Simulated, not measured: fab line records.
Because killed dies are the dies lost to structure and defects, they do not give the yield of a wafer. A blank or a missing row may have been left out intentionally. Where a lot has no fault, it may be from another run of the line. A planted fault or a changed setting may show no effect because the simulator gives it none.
Chamber matching || flow nand harc || ald hk-02 running NHARC_A_CHANNEL_FILL_D1_ALD_02: 4 sister chambers
The step deposits SiO2, target thk 6 nm, pulse time 10 s, ald cycles 60. 18 wafers are shown with their chamber, then 9 later ones without.

WAFERS PAIRED WITH THEIR CHAMBERS
{"wafer": "L076.1", "chamber": 3, "heater power w (W)": 400, "precursor pulse height rel": 1.003}
{"wafer": "L076.4", "chamber": 2, "heater power w (W)": 506, "precursor pulse height rel": 1.043}
{"wafer": "L076.6", "chamber": 0, "heater power w (W)": 561, "precursor pulse height rel": 1.013}
{"wafer": "L082.1", "chamber": 1, "heater power w (W)": 468, "precursor pulse height rel": 0.964}
{"wafer": "L082.5", "chamber": 3, "heater power w (W)": 395, "precursor pulse height rel": 0.979}
{"wafer": "L082.6", "chamber": 2, "heater power w (W)": 488, "precursor pulse height rel": 0.987}
{"wafer": "L083.1", "chamber": 1, "heater power w (W)": 464, "precursor pulse height rel": 1.018}
{"wafer": "L083.3", "chamber": 3, "heater power w (W)": 398, "precursor pulse height rel": 1.024}
{"wafer": "L083.5", "chamber": 1, "heater power w (W)": 464, "precursor pulse height rel": 0.982}
{"wafer": "L084.3", "chamber": 2, "heater power w (W)": 500, "precursor pulse height rel": 0.986}
{"wafer": "L084.5", "chamber": 2, "heater power w (W)": 505, "precursor pulse height rel": 1.010}
{"wafer": "L084.6", "chamber": 3, "heater power w (W)": 412, "precursor pulse height rel": 1.002}
{"wafer": "L087.1", "chamber": 2, "heater power w (W)": 500, "precursor pulse height rel": 0.953}
{"wafer": "L087.2", "chamber": 3, "heater power w (W)": 401, "precursor pulse height rel": 1.014}
{"wafer": "L087.4", "chamber": 1, "heater power w (W)": 458, "precursor pulse height rel": 1.001}
{"wafer": "L090.1", "chamber": 0, "heater power w (W)": 558, "precursor pulse height rel": 0.987}
{"wafer": "L090.3", "chamber": 2, "heater power w (W)": 517, "precursor pulse height rel": 1.004}
{"wafer": "L090.4", "chamber": 1, "heater power w (W)": 468, "precursor pulse height rel": 1.005}

SIGNATURES (means of the wafers above)
{"reading": "heater power w", "chamber 0": 559.50, "chamber 1": 464.40, "chamber 2": 502.67, "chamber 3": 401.20, "scatter within a chamber": 7.02}
{"reading": "precursor pulse height rel", "chamber 0": 1.00000, "chamber 1": 0.99400, "chamber 2": 0.99717, "chamber 3": 1.00440, "scatter within a chamber": 0.0235}
Rule: distance of a wafer from a chamber = root of the sum over the readings of ((wafer's reading minus chamber's mean) / reading's scatter) squared. The wafer belongs to the nearest chamber; if the next one is less than 2 further off, it can't be placed. The scatter is the square root of a quotient: the sum, over the shown wafers, of each reading's squared deviation from its chamber's mean, divided by wafers minus chambers.

WAFERS WITH NO CHAMBER GIVEN
{"wafer": "L094.1", "heater power w (W)": 463, "precursor pulse height rel": 1.020}
{"wafer": "L094.2", "heater power w (W)": 484, "precursor pulse height rel": 0.991}
{"wafer": "L094.3", "heater power w (W)": 407, "precursor pulse height rel": 0.960}
{"wafer": "L094.4", "heater power w (W)": 528, "precursor pulse height rel": 0.987}
{"wafer": "L094.5", "heater power w (W)": 457, "precursor pulse height rel": 0.964}
{"wafer": "L094.6", "heater power w (W)": 538, "precursor pulse height rel": 0.995}
{"wafer": "L096.1", "heater power w (W)": 468, "precursor pulse height rel": 0.967}
{"wafer": "L096.3", "heater power w (W)": 405, "precursor pulse height rel": 0.977}
{"wafer": "L096.4", "heater power w (W)": 535, "precursor pulse height rel": 0.999}

WHICH CHAMBER EACH ONE RAN IN
{"wafer": "L094.1", "from the rows above": 1, "in truth": 1}
{"wafer": "L094.2", "from the rows above": "can't be placed: 2 or 1", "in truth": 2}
{"wafer": "L094.3", "from the rows above": 3, "in truth": 3}
{"wafer": "L094.4", "from the rows above": "can't be placed: 2 or 0", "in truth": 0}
{"wafer": "L094.5", "from the rows above": 1, "in truth": 1}
{"wafer": "L094.6", "from the rows above": "can't be placed: 0 or 2", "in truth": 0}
{"wafer": "L096.1", "from the rows above": 1, "in truth": 1}
{"wafer": "L096.3", "from the rows above": 3, "in truth": 3}
{"wafer": "L096.4", "from the rows above": "can't be placed: 0 or 2", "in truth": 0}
Correct placement for 5 of the 9. Cannot be placed on the basis of these rows: 4; the candidates contain the true chamber in 4. Wrongly placed: 0.
